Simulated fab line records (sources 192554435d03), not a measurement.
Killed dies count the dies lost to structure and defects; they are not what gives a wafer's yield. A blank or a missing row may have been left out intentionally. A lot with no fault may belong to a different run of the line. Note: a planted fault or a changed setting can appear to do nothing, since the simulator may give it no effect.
A lot that was struck, set against a sound lot | flow n5-finfet | 14 out of 1938 route steps
Sound: these wafers, L588.1, L588.3, L588.5. Wafers L593.2, L593.4, L593.5 were the ones struck. Last of all comes the cause.
Per side, at each step with rows, come the tool, then ch with its chambers, and then its first start. Under that, the readings that differ: sound wafers | struck wafers | difference of the means | sigmas: that difference in standard deviations of wafers without a fault.
alike: readings whose means differ by less than 2 such deviations, and words and numbers that are the same on both sides. not compared: withheld readings, readings that some wafer has no value for, bounds like >300 that may hide the same value, and numbers for which the record gives no deviation and whose values overlap.
The two part at a step that has a row with sigmas, a row that says differs or no value, or rows on one side only. Numbers that don't overlap but have no deviation are shown without sigmas and don't part them. A reading missing from all wafers of one side parts the sides only when that side holds two or more wafers.

first, 5 steps without rows for these wafers: N5_BEOL_M14_SOFTBAKE_23 (time 60 s); N5_BEOL_M14_EXPOSE_25 (exposes mask M14, target cd 280 nm); N5_BEOL_M14_PEB_26 (peb time 90 s); N5_BEOL_M14_DEVELOP_27 (develop time 45 s); N5_BEOL_M14_HARDBAKE_32 (time 120 s).
N5_BEOL_M14_CD_MEAS_28: target cd 284.4 nm.
  sound on cd-sem-03 ch 0, day 15 19:14; struck on cd-sem-02 ch 0, day 17 19:19
  alike: cd-nm
N5_BEOL_M14_OVL_MEAS_29:
  sound on overlay-01 ch 0, day 15 19:16; struck on overlay-02 ch 0, day 17 19:21
  alike: M14_OVL
N5_BEOL_M14_INSPECT_30: inspects for defects (macro).
  sound on defect-inspect-02, day 15 19:17; struck on defect-inspect-01, day 17 19:22
  alike: raw-defect-count
N5_BEOL_M14_DESCUM_33: chemistry O2, time 7.9 s.
  sound on rie-diel-04 ch 0,3, day 15 19:19; struck on rie-diel-03 ch 1,2,3, day 17 19:25
  alike: drypump-motor-current-A, oes-product-au, rf-vpp-V, showerhead-plenum-p-Torr, temp-c, throttle-valve-pct
  not compared: rf-hours-counter-h
N5_BEOL_M14_ETCH_67: etches SiARC in CF4, target depth 143 nm, time 238.3 s.
  sound on rie-diel-04 ch 0,3, day 15 19:21; struck on rie-diel-03 ch 1,2,3, day 17 19:27
  alike: bias-w, drypump-motor-current-A, etch-rf-on-time-s, oes-product-au, rf-vpp-V, showerhead-plenum-p-Torr, throttle-valve-pct
  not compared: rf-hours-counter-h
N5_BEOL_M14_ETCH_68: etches SOC in N2/H2, time 450 s.
  sound on rie-diel-04 ch 0,3, day 15 19:30; struck on rie-diel-03 ch 1,2,3, day 17 19:35
  alike: bias-w, drypump-motor-current-A, oes-product-au, rf-vpp-V, showerhead-plenum-p-Torr, temp-c, throttle-valve-pct
  not compared: rf-hours-counter-h
then, 1 step without rows for these wafers: N5_BEOL_M14_STRIP_69 (strips in N2/H2).
N5_BEOL_M14_TRENCH_ETCH_34: etches SiO2 in C4F8/O2/Ar, target depth 556.65 nm, time 126.9 s.
  sound on rie-diel-04 ch 0,3, day 15 19:46; struck on rie-diel-03 ch 1,2,3, day 17 19:52
  reading      | sound          | struck         | difference | sigmas
  bias-w (W)   | 2037 2036 2040 | 1962 1966 1956 | -76        | -12
  rf-vpp-V (V) | 2320 2208 2206 | 2177 2172 2151 | -78        | -2
  alike: drypump-motor-current-A, oes-product-au, showerhead-plenum-p-Torr, throttle-valve-pct
  not compared: rf-hours-counter-h
then, 1 step without rows for these wafers: N5_BEOL_M14_STRIP_70 (strips in C4F8/O2/Ar).

## WHERE THEY PART
Only at N5_BEOL_M14_TRENCH_ETCH_34, within this record.

WHY: what the simulator had put in
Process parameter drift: rie-diel-03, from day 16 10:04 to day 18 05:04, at N5_BEOL_M14_TRENCH_ETCH_34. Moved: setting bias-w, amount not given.
